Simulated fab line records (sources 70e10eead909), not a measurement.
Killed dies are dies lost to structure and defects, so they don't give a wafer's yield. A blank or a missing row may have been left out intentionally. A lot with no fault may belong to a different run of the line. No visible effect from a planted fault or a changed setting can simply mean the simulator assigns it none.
Matching of chambers | flow nandHarc | NHARC_P_BONDPAD_STRIP_15 on rieDiel-07: 4 sister chambers
The step strips in O2. 4 wafers are shown with their chamber, then 12 later ones without.

## WAFERS PAIRED WITH THEIR CHAMBERS
wafer  | chamber | showerheadPlenumPTorr (Torr)
L086.1 | 0       | 3.39
L093.1 | 1       | 3.42
L093.3 | 2       | 3.31
L093.6 | 3       | 3.73

## WAFERS MISSING THEIR CHAMBER
wafer  | showerheadPlenumPTorr (Torr)
L094.2 | 3.73
L094.3 | 3.31
L094.4 | 3.39
L095.1 | 3.42
L095.2 | 3.31
L095.4 | 3.39
L097.1 | 3.39
L097.4 | 3.73
L097.6 | 3.38
L096.1 | 3.72
L096.3 | 3.42
L096.5 | 3.72

## EACH ONE'S CHAMBER
wafer  | from the rows above | in truth
L094.2 | 3                   | 3
L094.3 | 2                   | 2
L094.4 | 0                   | 0
L095.1 | 1                   | 1
L095.2 | 2                   | 2
L095.4 | 0                   | 0
L097.1 | 0                   | 0
L097.4 | 3                   | 3
L097.6 | 0                   | 0
L096.1 | 3                   | 3
L096.3 | 1                   | 1
L096.5 | 3                   | 3
Correctly placed: 12 of 12. Number that these rows cannot place: 0. 0 placed wrongly.
How it was worked out, from the rows above alone: a wafer's distance from a chamber is the root of the sum, over the readings, of the square of ((its reading less the chamber's mean) divided by the reading's scatter). The wafer belongs to the nearest chamber; if the next one is less than 2 further off, it can't be placed. A chamber's mean is the mean of its shown wafers. The scatter (one wafer shown for each chamber): square how far every hidden wafer sits from the nearest shown wafer, average those squares and take the square root.
